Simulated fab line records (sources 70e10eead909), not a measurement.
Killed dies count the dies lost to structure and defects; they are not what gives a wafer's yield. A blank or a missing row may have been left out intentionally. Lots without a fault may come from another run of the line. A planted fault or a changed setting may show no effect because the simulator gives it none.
Chamber matching | flow nand-harc | pecvd-01 running NHARC_P_M1_PRE_CLEAN_32: 3 sister chambers
The step time 12 s. 14 wafers are shown with their chamber, then 7 later ones without.

== EACH WAFER AND ITS CHAMBER ==
wafer  | chamber | heater-power-w (W)
L619.1 | 0       | 641
L619.5 | 1       | 750
L619.6 | 0       | 620
L620.2 | 2       | 630
L620.3 | 0       | 592
L620.6 | 1       | 727
L621.1 | 1       | 636
L621.4 | 0       | 564
L621.6 | 2       | 651
L624.1 | 1       | 763
L624.4 | 0       | 636
L624.6 | 1       | 741
L625.1 | 1       | 749
L625.3 | 0       | 567

SIGNATURES (means of the wafers above)
reading        | chamber 0 | chamber 1 | chamber 2 | scatter within a chamber
heater-power-w | 603.33    | 727.67    | 640.50    | 39
Rule: a wafer lies at a distance from a chamber equal to the root of the sum of squares, over the readings, of (its reading less the chamber's mean, divided by the reading's scatter). The wafer belongs to the nearest chamber; if the next one is less than 2 further off, it can't be placed. How the scatter is found: for the shown wafers, subtract from each reading the mean of its chamber, square and add these, divide the total by (wafers less chambers), then take the root.

== WAFERS MISSING THEIR CHAMBER ==
wafer  | heater-power-w (W)
L625.4 | 750
L629.3 | 610
L629.4 | 586
L629.6 | 709
L637.2 | 749
L637.4 | 608
L637.6 | 743

== EACH ONE'S CHAMBER ==
wafer  | from the rows above     | in truth
L625.4 | 1                       | 1
L629.3 | can't be placed: 0 or 2 | 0
L629.4 | can't be placed: 0 or 2 | 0
L629.6 | can't be placed: 1 or 2 | 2
L637.2 | 1                       | 1
L637.4 | can't be placed: 0 or 2 | 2
L637.6 | 1                       | 1
Correctly placed: 3 of 7. Cannot be placed on the basis of these rows: 4; the candidates contain the true chamber in 4. Wrongly placed: 0.
